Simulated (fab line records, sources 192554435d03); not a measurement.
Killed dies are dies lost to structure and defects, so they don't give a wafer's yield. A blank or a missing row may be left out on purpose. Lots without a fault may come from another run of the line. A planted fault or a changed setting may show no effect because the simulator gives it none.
Which tool did it? | flow n5_finfet | 11 lots, 33 wafers sampled, at 3 steps of a route of 1938

WHAT THE GAUGES READ, wafer by wafer
N5_BEOL_M8_CD_MEAS_11: target cd 38.5 nm.
lot  | measured     | on        | cd_nm (nm)
L074 | day 9 05:14  | cd_sem-03 | 39.3 38.5 39.3
L077 | day 9 15:33  | cd_sem-03 | 39.3 38.6 39.6
L079 | day 10 04:37 | cd_sem-02 | 38.3 39.1 38.4
L082 | day 11 02:33 | cd_sem-01 | 38.8 38.7 38.6
L084 | day 11 21:58 | cd_sem-02 | 38.8 39.0 39.0
L086 | day 12 10:14 | cd_sem-01 | 38.3 38.5 38.9
L088 | day 12 16:17 | cd_sem-02 | 37.9 38.9 38.6
L091 | day 13 15:30 | cd_sem-01 | 38.8 38.2 38.4
L092 | day 13 19:26 | cd_sem-02 | 38.5 38.9 38.6
L095 | day 14 20:13 | cd_sem-01 | 38.3 38.5 38.5
L097 | day 15 17:23 | cd_sem-03 | 38.2 38.0 38.4

WHICH TOOL RAN EACH LOT (tool, then ch and the chambers of the sampled wafers, then the start)
lot  | N5_BEOL_M7_TRENCH_ETCH_37                     | N5_BEOL_M7_ALD_77
L074 | rie_diel-04 ch 1,2,3, day 9 02:05 or earlier  | ald_metal-01 ch 0,3, day 9 02:05
L077 | rie_diel-02 ch 2,3, day 9 10:28 or earlier    | ald_metal-04 ch 1,2,3, day 9 10:28
L079 | rie_diel-05 ch 0,1,3, day 9 23:15 or earlier  | ald_metal-01 ch 0,2,3, day 9 23:15
L082 | rie_diel-04 ch 0,2, day 10 22:13 or earlier   | ald_metal-01 ch 0,1,3, day 10 22:13
L084 | rie_diel-04 ch 0,3, day 11 18:25 or earlier   | ald_metal-04 ch 0,1,2, day 11 18:25
L086 | rie_diel-02 ch 0,2, day 12 05:24 or earlier   | ald_metal-01 ch 0,3, day 12 05:24
L088 | rie_diel-04 ch 0,1, day 12 11:26 or earlier   | ald_metal-01 ch 0,2,3, day 12 11:26
L091 | rie_diel-04 ch 0,1,3, day 13 11:21 or earlier | ald_metal-01 ch 0,1,2, day 13 11:21
L092 | rie_diel-04 ch 1,2,3, day 13 14:57 or earlier | ald_metal-01 ch 0,1,3, day 13 14:57
L095 | rie_diel-05 ch 2,3, day 14 15:23 or earlier   | ald_metal-04 ch 0,2,3, day 14 15:23
L097 | rie_diel-05 ch 1,2, day 15 12:28 or earlier   | ald_metal-01 ch 2,3, day 15 12:28
- N5_BEOL_M7_TRENCH_ETCH_37: etches SiCOH lowk in C4F6/O2, target depth 93.478 nm, time 31.2 s.
- N5_BEOL_M7_ALD_77: deposits TaN, target thk 2 nm, pulse time 2 s, purge time 3 s.

THE ANSWER, worked out from the rows above alone
Rule: what is usual is taken from the lots themselves. Put in order of their means at a reading, lots are off if they are a third of the lots or fewer, leave a main group of 4 or more, and stand apart from it by a gap of 3 or more times the standard deviation of the main group's means; of several such gaps the widest counts. A main group whose means are all the same, to the digits that the tables above print for the reading, isn't used. A lot without any number at a reading at which 4 lots or more have one is off too. The other lots that the step has rows for count as sound.
No lot is off at any reading shown: from this, nothing can be told.

WHAT THE SIMULATOR HAD PUT IN
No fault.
